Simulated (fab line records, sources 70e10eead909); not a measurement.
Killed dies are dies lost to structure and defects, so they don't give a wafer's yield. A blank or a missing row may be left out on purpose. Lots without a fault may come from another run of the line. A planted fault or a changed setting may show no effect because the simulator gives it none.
Chamber matching | flow nand_harc | NHARC_P_M2_PRE_CLEAN_32 on pecvd-03: 3 sister chambers
The step time 12 s. 6 wafers are shown with their chamber, then 8 later ones without.

WAFERS WITH THEIR CHAMBER
wafer  | chamber | heater_power_w (W) | heater_power_outer_w (W)
L083.1 | 1       | 571                | 319
L083.4 | 2       | 611                | 366
L086.1 | 2       | 606                | 367
L086.2 | 0       | 632                | 355
L086.4 | 0       | 638                | 366
L090.1 | 1       | 589                | 349

WAFERS WITHOUT THEIR CHAMBER
wafer  | heater_power_w (W) | heater_power_outer_w (W)
L090.2 | 655                | 379
L090.6 | 549                | 323
L094.1 | 597                | 339
L094.2 | 616                | 345
L094.4 | 619                | 351
L093.2 | 605                | 360
L093.5 | 656                | 369
L093.6 | 612                | 366

WHICH CHAMBER EACH WENT THROUGH
wafer  | from the rows above     | in truth
L090.2 | 0                       | 0
L090.6 | 1                       | 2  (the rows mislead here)
L094.1 | can't be placed: 1 or 2 | 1
L094.2 | can't be placed: 2 or 0 | 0
L094.4 | can't be placed: 2 or 0 | 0
L093.2 | 2                       | 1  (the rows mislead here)
L093.5 | 0                       | 0
L093.6 | 2                       | 2
Placed correctly: 3 of 8. Can't be placed from these rows: 3 (the true chamber is among the candidates in 3). Placed wrongly: 2.
How it was worked out, from the rows above alone: a wafer's distance from a chamber is the root of the sum, over the readings, of the square of ((its reading less the chamber's mean) divided by the reading's scatter). The wafer belongs to the nearest chamber; if the next one is less than 2 further off, it can't be placed. A chamber's mean is the mean of its shown wafers. The scatter: the root of (the sum of the squares of (reading less its chamber's mean) over the shown wafers, divided by (wafers less chambers)).
